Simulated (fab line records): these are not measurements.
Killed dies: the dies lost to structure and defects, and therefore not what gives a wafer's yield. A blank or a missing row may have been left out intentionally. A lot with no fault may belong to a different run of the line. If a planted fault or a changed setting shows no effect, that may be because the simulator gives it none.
fab line records | flow n5Finfet | part 2 of 2: steps 23 to 31 of 31
record lots=5 | wafers=15 | lastDay=18
route steps=1938 shown BEOL_M3@931
lots that met no fault: taken from a fault-free run of the same line
startH: hours from the record's first day to the start of the lot's first wafer shown | waitH: hours elapsed since this lot's preceding step | " as in the row above | L1.1+2: a row that stands for several wafers | - no value present, or no start provided | * or withheld: withheld | < > ~ a bound
route shown NAME@n: a module of which the file shows steps, and the number in the route of the first | usual: mean/standard deviation taken from wafers without a fault | same: alike in all rows | chamber/n: place in a boat | sites: per-site readings | _std_site: the standard deviation of these | _edge_site: outer sites' mean less inner sites' | radiusMm: how far each site lies from the wafer's centre | mask NAME#n: copy n | behind: the most recent tool/chamber to have shaped the wafer | hold: why the lot went on hold/how many hours it stayed there/how the hold came to an end | device: which transistor (n, p or np) failed to switch | end of line: the tests these same wafers got at the end of their route | a step with no rows: only its recipe | killed: at the first sort, the dies lost to defects and structure; wafer yield is something else | map: a wafer's dies, x killed, . not, _ none there
set.NAME: the setting the step ran with; set.NAME@STEP: the setting that earlier step ran with | model.NAME: the simulator's own value behind a step, which no gauge read
lots at selected steps of the route; one table per step, one row per wafer
services: the hour from which a tool's chamber was out of use, counted from the record's first day as startH (under 0 if before that day), plus the number of hours and why
## steps
# step N5_BEOL_M3_STRIP_66
# recipe chemistry=CF4 | resist=SiARC | powerW=300 | biasPowerW=75 | pressureMtorr=50 | cf4FlowSccm=150 | rfFrequencyHz=6e+07
# usual drypumpMotorCurrentA=5.8/0.56 | oesProductAu=0.79/0.059 | powerW=300.0/0.94 | rfVppV=271.2/1.5 | showerheadPlenumPTorr=1.79/0.053 | throttleValvePct=13.46/0.17
lot.wafer | tool       | chamber | startH | waitH | drypumpMotorCurrentA | oesProductAu | powerW | rfHoursCounterH | rfVppV | showerheadPlenumPTorr | throttleValvePct
L075.2    | rieDiel-02 | 2       | 160.12 | 0.0   | 6.1                  | 0.83         | 300.3  | 54              | 272.1  | 1.82                  | 13.51
L075.3    | "          | 0       | "      | "     | 5.8                  | 0.81         | 299.9  | 88              | 272.8  | 1.81                  | 13.17
L075.6    | "          | 3       | "      | "     | 4.7                  | 0.83         | 298.8  | -               | 271.1  | 1.75                  | 13.30
L077.2    | rieDiel-06 | 1       | 180.76 | 0.0   | 5.3                  | 0.80         | 300.3  | 88              | 271.2  | 1.74                  | 13.46
L077.3    | "          | 0       | "      | "     | 6.2                  | 0.69         | 300.8  | 223             | 271.1  | 1.77                  | 13.51
L077.6    | "          | 1       | "      | "     | 5.2                  | 0.80         | 300.3  | -               | 269.3  | 1.74                  | 13.46
L087.1    | rieDiel-02 | 2       | 233.96 | 0.0   | 6.1                  | 0.78         | 298.3  | 81              | 271.9  | 1.81                  | 13.58
L087.2    | "          | 1       | "      | "     | 6.4                  | 0.84         | 299.8  | 47              | 273.9  | 1.89                  | 13.37
L087.3    | "          | 3       | "      | "     | 4.7                  | 0.81         | 301.6  | 77              | 272.1  | 1.75                  | 13.33
L092.1    | rieDiel-05 | 0       | 275.34 | 0.0   | 5.0                  | 0.73         | 299.5  | 186             | 272.2  | 1.86                  | 13.55
L092.3    | "          | 2       | "      | "     | 5.3                  | 0.86         | 299.8  | 55              | 270.0  | 1.75                  | 13.36
L092.6    | "          | 3       | "      | "     | 5.8                  | 0.73         | 302.0  | -               | 273.3  | 1.86                  | 13.41
L096.1    | rieDiel-06 | 3       | 307.01 | 0.0   | 5.8                  | 0.76         | 297.7  | 144             | 269.0  | 1.72                  | 13.75
L096.3    | "          | 0       | "      | "     | 6.2                  | 0.95         | 300.0  | 6               | 268.7  | 1.76                  | 13.02
L096.5    | "          | 0       | "      | "     | 6.2                  | 0.95         | 299.7  | -               | 270.0  | 1.76                  | 13.01
# step N5_BEOL_M3_HM_OPEN_17
# recipe chemistry=Cl2/BCl3 | targetDepthA=200 | overetchA=60 | target=TiN | maskMaterial=SOC | ionEnergyEv=150 | pressureMtorr=10 | icpW=1000 | biasW=126 | Cl2_flow_sccm=53.25 | bcl3FlowSccm=21.75 | Ar_flow_sccm=25
# usual bcl3FlowSccm=21.75/0.066 | drypumpMotorCurrentA=5.7/0.34 | oesProductAu=0.66/0.086 | throttleValvePct=22.10/0.12
lot.wafer | tool        | chamber | startH | waitH | bcl3FlowSccm | drypumpMotorCurrentA | oesProductAu | rfHoursCounterH | throttleValvePct
L075.2    | rieMetal-01 | 0       | 160.16 | 0.0   | 21.76        | 5.6                  | 0.79         | 3               | 22.08
L075.3    | "           | 0       | "      | "     | 21.81        | 5.6                  | 0.80         | -               | 22.09
L075.6    | "           | 1       | "      | "     | 21.74        | 6.2                  | 0.52         | -               | 22.21
L077.2    | rieMetal-03 | 1       | 180.83 | 0.1   | 21.70        | 5.8                  | 0.66         | -               | 22.04
L077.3    | "           | 1       | "      | "     | 21.62        | 5.8                  | 0.66         | -               | 22.04
L077.6    | "           | 1       | "      | "     | 21.67        | 5.8                  | 0.66         | -               | 22.03
L087.1    | rieMetal-02 | 0       | 234.00 | 0.0   | 21.78        | 6.0                  | 0.73         | 20              | 22.00
L087.2    | "           | 1       | "      | "     | 21.80        | 5.5                  | 0.57         | 83              | 22.11
L087.3    | "           | 1       | "      | "     | 21.83        | 5.5                  | 0.58         | -               | 22.06
L092.1    | rieMetal-03 | 0       | 275.39 | 0.0   | 21.78        | 4.9                  | 0.66         | 45              | 22.39
L092.3    | "           | 0       | "      | "     | 21.81        | 4.9                  | 0.67         | -               | 22.36
L092.6    | "           | 0       | "      | "     | 21.78        | 4.9                  | 0.66         | -               | 22.38
L096.1    | rieMetal-01 | 1       | 307.05 | 0.0   | 21.70        | 6.2                  | 0.79         | 5               | 21.90
L096.3    | "           | 1       | "      | "     | 21.76        | 6.2                  | 0.78         | -               | 21.90
L096.5    | "           | 1       | "      | "     | 21.78        | 6.2                  | 0.78         | -               | 21.89
# step N5_BEOL_M3_STRIP_19
# recipe chemistry=O2 | powerW=400 | tempC=40 | pressureMtorr=30 | rfFrequencyHz=6e+07 | biasPowerW=0 | overashFraction=0.2 | o2FlowSccm=225
# usual drypumpMotorCurrentA=5.8/0.53 | oesProductAu=0.78/0.059 | rfVppV=3.7/0.38 | showerheadPlenumPTorr=2.10/0.068 | throttleValvePct=16.58/0.17
lot.wafer | tool       | chamber | startH | waitH | drypumpMotorCurrentA | oesProductAu | rfHoursCounterH | rfVppV | showerheadPlenumPTorr | throttleValvePct
L075.2    | rieDiel-06 | 1       | 160.30 | 0.1   | 5.2                  | 0.82         | 84              | 3.5    | 2.04                  | 16.62
L075.3    | "          | 2       | "      | "     | 6.6                  | 0.71         | 229             | 3.7    | 2.07                  | 16.93
L075.6    | "          | 2       | "      | "     | 6.6                  | 0.70         | -               | 3.7    | 2.07                  | 16.94
L077.2    | rieDiel-02 | 2       | 181.10 | 0.2   | 6.1                  | 0.83         | 62              | 3.6    | 2.13                  | 16.71
L077.3    | "          | 1       | "      | "     | 6.4                  | 0.88         | 29              | 4.5    | 2.24                  | 16.56
L077.6    | "          | 0       | "      | "     | 5.7                  | 0.82         | -               | 3.4    | 2.12                  | 16.33
L087.1    | rieDiel-05 | 1       | 234.16 | 0.1   | 6.0                  | 0.74         | 171             | 3.2    | 2.09                  | 16.48
L087.2    | "          | 3       | "      | "     | 5.8                  | 0.74         | 161             | 3.5    | 2.19                  | 16.47
L087.3    | "          | 2       | "      | "     | 5.3                  | 0.89         | 44              | 3.8    | 2.04                  | 16.43
L092.1    | rieDiel-02 | 1       | 275.67 | 0.3   | 6.4                  | 0.84         | 59              | 3.8    | 2.23                  | 16.61
L092.3    | "          | 0       | "      | "     | 5.8                  | 0.79         | 119             | 4.5    | 2.12                  | 16.38
L092.6    | "          | 1       | "      | "     | 6.4                  | 0.84         | -               | 3.7    | 2.23                  | 16.61
L096.1    | rieDiel-05 | 1       | 307.16 | 0.1   | 6.0                  | 0.72         | 189             | 3.2    | 2.08                  | 16.52
L096.3    | "          | 2       | "      | "     | 5.3                  | 0.86         | 65              | 4.1    | 2.03                  | 16.48
L096.5    | "          | 0       | "      | "     | 5.1                  | 0.74         | -               | 3.6    | 2.17                  | 16.59
# step N5_BEOL_M3_CD_MEAS_18
# recipe pitchNm=36 | targetCdNm=18
# usual cdNm=17.99/0.26
lot.wafer | tool     | chamber | startH | waitH | cdNm
L075.2    | cdSem-01 | -       | 160.37 | 0.1   | 17.86
L075.3    | "        | -       | "      | "     | 18.24
L075.6    | "        | -       | "      | "     | 17.86
L077.2    | cdSem-01 | -       | 181.17 | 0.1   | 18.10
L077.3    | "        | -       | "      | "     | 17.85
L077.6    | "        | -       | "      | "     | 18.11
L087.1    | cdSem-02 | -       | 234.23 | 0.0   | 17.73
L087.2    | "        | -       | "      | "     | 18.25
L087.3    | "        | -       | "      | "     | 18.28
L092.1    | cdSem-03 | -       | 275.74 | 0.1   | 17.55
L092.3    | "        | -       | "      | "     | 18.10
L092.6    | "        | -       | "      | "     | 17.46
L096.1    | cdSem-02 | -       | 307.23 | 0.0   | 18.33
L096.3    | "        | -       | "      | "     | 18.08
L096.5    | "        | -       | "      | "     | 18.12
# step N5_BEOL_M3_COAT_67
# recipe resist=SOC | tempC=250 | timeS=60 | spinRpm=1500 | resistThkNm=60
# usual heaterPowerTotalW=500.5/1.9
lot.wafer | tool          | chamber | startH | waitH | heaterPowerTotalW
L075.2    | lithoTrack-01 | 0       | 160.40 | 0.0   | 497.4
L075.3    | "             | 0       | "      | "     | 501.5
L075.6    | "             | 0       | "      | "     | 502.6
L077.2    | lithoTrack-05 | 0       | 181.20 | 0.0   | 497.4
L077.3    | "             | 0       | "      | "     | 499.8
L077.6    | "             | 0       | "      | "     | 501.0
L087.1    | lithoTrack-01 | 0       | 234.26 | 0.0   | 502.0
L087.2    | "             | 0       | "      | "     | 502.8
L087.3    | "             | 0       | "      | "     | 503.4
L092.1    | lithoTrack-05 | 0       | 275.78 | 0.0   | 498.2
L092.3    | "             | 0       | "      | "     | 502.5
L092.6    | "             | 0       | "      | "     | 497.7
L096.1    | lithoTrack-01 | 0       | 307.27 | 0.0   | 501.7
L096.3    | "             | 0       | "      | "     | 498.7
L096.5    | "             | 0       | "      | "     | 500.9
# step N5_BEOL_M3_COAT_68
# recipe resist=SiARC | tempC=220 | timeS=60 | spinRpm=1500 | resistThkNm=12
# usual heaterPowerTotalW=427.7/1.9
lot.wafer | tool          | chamber | startH | waitH | heaterPowerTotalW
L075.2    | lithoTrack-01 | 0       | -      | -     | 425.2
L075.3    | "             | 0       | "      | "     | 424.6
L075.6    | "             | 0       | "      | "     | 428.4
L077.2    | lithoTrack-05 | 0       | -      | -     | 429.0
L077.3    | "             | 0       | "      | "     | 429.5
L077.6    | "             | 0       | "      | "     | 424.0
L087.1    | lithoTrack-01 | 0       | -      | -     | 429.3
L087.2    | "             | 0       | "      | "     | 429.4
L087.3    | "             | 0       | "      | "     | 428.0
L092.1    | lithoTrack-05 | 0       | -      | -     | 424.9
L092.3    | "             | 0       | "      | "     | 429.0
L092.6    | "             | 0       | "      | "     | 429.8
L096.1    | lithoTrack-01 | 0       | -      | -     | 429.8
L096.3    | "             | 0       | "      | "     | 427.3
L096.5    | "             | 0       | "      | "     | 426.6
# step N5_BEOL_M3_COAT_76
# recipe resist=underlayer | tempC=205 | timeS=60 | spinRpm=1500 | resistThkNm=5
# usual heaterPowerTotalW=391.7/1.4
lot.wafer | tool          | chamber | startH | waitH | heaterPowerTotalW
L075.2    | lithoTrack-01 | 0       | -      | -     | 391.6
L075.3    | "             | 0       | "      | "     | 393.3
L075.6    | "             | 0       | "      | "     | 392.0
L077.2    | lithoTrack-05 | 0       | -      | -     | 393.0
L077.3    | "             | 0       | "      | "     | 391.0
L077.6    | "             | 0       | "      | "     | 392.5
L087.1    | lithoTrack-01 | 0       | -      | -     | 391.8
L087.2    | "             | 0       | "      | "     | 391.0
L087.3    | "             | 0       | "      | "     | 391.5
L092.1    | lithoTrack-05 | 0       | -      | -     | 392.3
L092.3    | "             | 0       | "      | "     | 392.4
L092.6    | "             | 0       | "      | "     | 392.7
L096.1    | lithoTrack-01 | 0       | -      | -     | 392.9
L096.3    | "             | 0       | "      | "     | 389.5
L096.5    | "             | 0       | "      | "     | 392.6
# step N5_BEOL_M3_COAT_22
# recipe resist=CAR-EUV | spinRpm=1500 | resistThkNm=30
lot.wafer  | tool          | chamber | startH | waitH
L075.2+3+6 | lithoTrack-01 | 0       | -      | -
L077.2+3+6 | lithoTrack-05 | 0       | -      | -
L087.1+2+3 | lithoTrack-01 | 0       | -      | -
L092.1+3+6 | lithoTrack-05 | 0       | -      | -
L096.1+3+5 | lithoTrack-01 | 0       | -      | -
# step N5_BEOL_M3_EBR_24
# recipe solvent=PGMEA | ebrWidthMm=1.5
lot.wafer  | tool          | chamber | startH | waitH
L075.2+3+6 | lithoTrack-01 | 0       | -      | -
L077.2+3+6 | lithoTrack-05 | 0       | -      | -
L087.1+2+3 | lithoTrack-01 | 0       | -      | -
L092.1+3+6 | lithoTrack-05 | 0       | -      | -
L096.1+3+5 | lithoTrack-01 | 0       | -      | -
## services
tool          | chamber | startH | hours | kind
pvdSputter-01 | -       | 137.31 | 1.3   | repair
rieDiel-06    | -       | 143.51 | 0.7   | repair
euvScanner-01 | -       | 144.66 | 1.0   | pm
euvScanner-02 | -       | 169.66 | 0.6   | repair
rieDiel-02    | 3       | 173.20 | 15.3  | repair
rieMetal-03   | 0       | 173.53 | 3.5   | repair
euvScanner-01 | -       | 174.16 | 4.6   | pm
pecvd-03      | -       | 174.30 | 14.6  | pm
euvScanner-02 | -       | 178.76 | 1.0   | pm
rieMetal-03   | 0       | 179.32 | 4.5   | repair
pecvd-02      | -       | 190.02 | 14.6  | pm
rieDiel-02    | 0       | 191.16 | 13.6  | repair
pecvd-03      | 2       | 212.06 | 18.9  | repair
pecvd-02      | 0       | 215.90 | 2.2   | repair
euvScanner-02 | -       | 229.62 | 0.8   | repair
euvScanner-02 | -       | 234.62 | 1.0   | pm
euvScanner-02 | -       | 253.28 | 0.4   | repair
rieDiel-05    | 1       | 268.62 | 5.2   | repair
pecvd-03      | -       | 270.21 | 0.6   | repair
euvScanner-02 | -       | 290.73 | 1.0   | pm
euvScanner-02 | -       | 292.21 | 4.6   | pm
rieDiel-05    | 0       | 295.90 | 7.5   | repair
pecvd-03      | 0       | 296.00 | 7.2   | repair
rieDiel-02    | -       | 306.21 | 0.9   | repair
